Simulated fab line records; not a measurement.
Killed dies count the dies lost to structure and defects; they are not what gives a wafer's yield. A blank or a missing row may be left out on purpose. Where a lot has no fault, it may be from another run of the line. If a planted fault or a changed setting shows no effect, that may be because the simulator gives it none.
Chamber matching :: flow nand-harc :: NHARC_P_M1_DEP_33 on pecvd-02: 3 sister chambers
The step deposits SiCN, target thk 30 nm. 24 wafers are shown with their chamber, then 12 later ones without.

WAFERS WITH THEIR CHAMBER
wafer: L074.3
chamber: 2
heater-power-w (W): 503
susceptor-temp-C (C): 369.92

wafer: L074.4
chamber: 0
heater-power-w (W): 481
susceptor-temp-C (C): 369.53

wafer: L074.6
chamber: 2
heater-power-w (W): 491
susceptor-temp-C (C): 370.08

wafer: L076.1
chamber: 0
heater-power-w (W): 467
susceptor-temp-C (C): 369.90

wafer: L076.2
chamber: 2
heater-power-w (W): 549
susceptor-temp-C (C): 370.24

wafer: L076.4
chamber: 0
heater-power-w (W): 476
susceptor-temp-C (C): 370.06

wafer: L077.1
chamber: 1
heater-power-w (W): 690
susceptor-temp-C (C): 370.05

wafer: L077.4
chamber: 1
heater-power-w (W): 690
susceptor-temp-C (C): 370.08

wafer: L077.6
chamber: 0
heater-power-w (W): 495
susceptor-temp-C (C): 370.08

wafer: L079.1
chamber: 2
heater-power-w (W): 455
susceptor-temp-C (C): 369.91

wafer: L079.2
chamber: 0
heater-power-w (W): 445
susceptor-temp-C (C): 369.89

wafer: L079.6
chamber: 2
heater-power-w (W): 461
susceptor-temp-C (C): 370.15

wafer: L081.2
chamber: 1
heater-power-w (W): 719
susceptor-temp-C (C): 370.29

wafer: L081.3
chamber: 2
heater-power-w (W): 533
susceptor-temp-C (C): 370.56

wafer: L081.6
chamber: 0
heater-power-w (W): 476
susceptor-temp-C (C): 370.13

wafer: L082.1
chamber: 1
heater-power-w (W): 664
susceptor-temp-C (C): 369.82

wafer: L082.2
chamber: 0
heater-power-w (W): 426
susceptor-temp-C (C): 369.92

wafer: L082.4
chamber: 2
heater-power-w (W): 463
susceptor-temp-C (C): 369.82

wafer: L083.3
chamber: 1
heater-power-w (W): 705
susceptor-temp-C (C): 369.88

wafer: L083.5
chamber: 1
heater-power-w (W): 713
susceptor-temp-C (C): 370.10

wafer: L083.6
chamber: 2
heater-power-w (W): 437
susceptor-temp-C (C): 370.38

wafer: L088.3
chamber: 0
heater-power-w (W): 471
susceptor-temp-C (C): 369.83

wafer: L088.4
chamber: 0
heater-power-w (W): 471
susceptor-temp-C (C): 369.89

wafer: L088.6
chamber: 1
heater-power-w (W): 776
susceptor-temp-C (C): 370.07

SIGNATURES (averages over the wafers above)
reading: heater-power-w
chamber 0: 467.56
chamber 1: 708.14
chamber 2: 486.50
scatter within a chamber: 32.1

reading: susceptor-temp-C
chamber 0: 369.9144
chamber 1: 370.0414
chamber 2: 370.1325
scatter within a chamber: 0.201
Rule: distance of a wafer from a chamber = root of the sum over the readings of ((wafer's reading minus chamber's mean) / reading's scatter) squared. If the next closest chamber is less than 2 further off than the closest, the wafer can't be placed; otherwise it belongs to the closest. The scatter: take each reading less its chamber's mean, square it, sum over the shown wafers, divide by the number of wafers less the number of chambers, and take the root.

WAFERS WHOSE CHAMBER IS MISSING
wafer: L093.1
heater-power-w (W): 783
susceptor-temp-C (C): 370.26

wafer: L093.2
heater-power-w (W): 528
susceptor-temp-C (C): 370.37

wafer: L093.6
heater-power-w (W): 444
susceptor-temp-C (C): 370.05

wafer: L094.2
heater-power-w (W): 450
susceptor-temp-C (C): 369.62

wafer: L094.3
heater-power-w (W): 487
susceptor-temp-C (C): 370.05

wafer: L094.6
heater-power-w (W): 498
susceptor-temp-C (C): 370.16

wafer: L095.2
heater-power-w (W): 798
susceptor-temp-C (C): 370.04

wafer: L095.3
heater-power-w (W): 463
susceptor-temp-C (C): 370.33

wafer: L095.4
heater-power-w (W): 761
susceptor-temp-C (C): 369.56

wafer: L096.1
heater-power-w (W): 469
susceptor-temp-C (C): 369.96

wafer: L096.2
heater-power-w (W): 473
susceptor-temp-C (C): 370.25

wafer: L096.3
heater-power-w (W): 645
susceptor-temp-C (C): 369.64

WHICH CHAMBER EACH ONE RAN IN
wafer: L093.1
from the rows above: 1
in truth: 1

wafer: L093.2
from the rows above: can't be placed: 2 or 0
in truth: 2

wafer: L093.6
from the rows above: can't be placed: 0 or 2
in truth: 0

wafer: L094.2
from the rows above: can't be placed: 0 or 2
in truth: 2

wafer: L094.3
from the rows above: can't be placed: 2 or 0
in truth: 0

wafer: L094.6
from the rows above: can't be placed: 2 or 0
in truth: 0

wafer: L095.2
from the rows above: 1
in truth: 1

wafer: L095.3
from the rows above: can't be placed: 2 or 0
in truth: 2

wafer: L095.4
from the rows above: 1
in truth: 1

wafer: L096.1
from the rows above: can't be placed: 0 or 2
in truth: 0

wafer: L096.2
from the rows above: can't be placed: 2 or 0
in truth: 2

wafer: L096.3
from the rows above: 1
in truth: 1
Correct placement for 4 of the 12. Unplaceable from these rows: 8, with the true chamber sitting among the candidates in 8. 0 placed wrongly.
